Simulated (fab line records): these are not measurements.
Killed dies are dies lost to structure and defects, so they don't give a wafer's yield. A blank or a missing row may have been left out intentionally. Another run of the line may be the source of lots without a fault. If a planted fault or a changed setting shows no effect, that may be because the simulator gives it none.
Chamber matching || flow nand-harc || rie-diel-06 running NHARC_A_CONTACT_ETCH_106: 4 sister chambers
The step etches the open film in CF4/O2, target depth 90 nm, overetch 9 nm, time 49.5 s. 4 wafers are shown with their chamber, then 12 later ones without.

== EACH WAFER AND ITS CHAMBER ==
{"wafer": "L089.5", "chamber": 3, "drypump-motor-current-A (A)": 5.3}
{"wafer": "L088.3", "chamber": 2, "drypump-motor-current-A (A)": 6.3}
{"wafer": "L088.4", "chamber": 1, "drypump-motor-current-A (A)": 5.0}
{"wafer": "L088.5", "chamber": 0, "drypump-motor-current-A (A)": 6.4}

== WAFERS MISSING THEIR CHAMBER ==
{"wafer": "L091.2", "drypump-motor-current-A (A)": 6.4}
{"wafer": "L091.4", "drypump-motor-current-A (A)": 5.3}
{"wafer": "L091.5", "drypump-motor-current-A (A)": 5.3}
{"wafer": "L093.1", "drypump-motor-current-A (A)": 6.4}
{"wafer": "L093.4", "drypump-motor-current-A (A)": 5.1}
{"wafer": "L093.5", "drypump-motor-current-A (A)": 5.3}
{"wafer": "L094.1", "drypump-motor-current-A (A)": 5.1}
{"wafer": "L094.2", "drypump-motor-current-A (A)": 6.4}
{"wafer": "L094.4", "drypump-motor-current-A (A)": 6.3}
{"wafer": "L096.1", "drypump-motor-current-A (A)": 5.0}
{"wafer": "L096.5", "drypump-motor-current-A (A)": 5.3}
{"wafer": "L096.6", "drypump-motor-current-A (A)": 6.3}

== EACH ONE'S CHAMBER ==
{"wafer": "L091.2", "from the rows above": 0, "in truth": 0}
{"wafer": "L091.4", "from the rows above": 3, "in truth": 3}
{"wafer": "L091.5", "from the rows above": 3, "in truth": 3}
{"wafer": "L093.1", "from the rows above": 0, "in truth": 0}
{"wafer": "L093.4", "from the rows above": 1, "in truth": 1}
{"wafer": "L093.5", "from the rows above": 3, "in truth": 3}
{"wafer": "L094.1", "from the rows above": 1, "in truth": 1}
{"wafer": "L094.2", "from the rows above": 0, "in truth": 0}
{"wafer": "L094.4", "from the rows above": 2, "in truth": 2}
{"wafer": "L096.1", "from the rows above": 1, "in truth": 1}
{"wafer": "L096.5", "from the rows above": 3, "in truth": 3}
{"wafer": "L096.6", "from the rows above": 2, "in truth": 2}
Placed correctly: 12 of 12. Not placeable from these rows: 0. Wrongly placed: 0.
How it was worked out, from the rows above alone: a wafer's distance from a chamber is the root of the sum, over the readings, of the square of ((its reading less the chamber's mean) divided by the reading's scatter). The wafer belongs to the nearest chamber; if the next one is less than 2 further off, it can't be placed. The mean given for a chamber averages the wafers shown for that chamber. The scatter: root of mean squared gap, hidden wafer to nearest shown wafer, with one shown wafer a chamber.
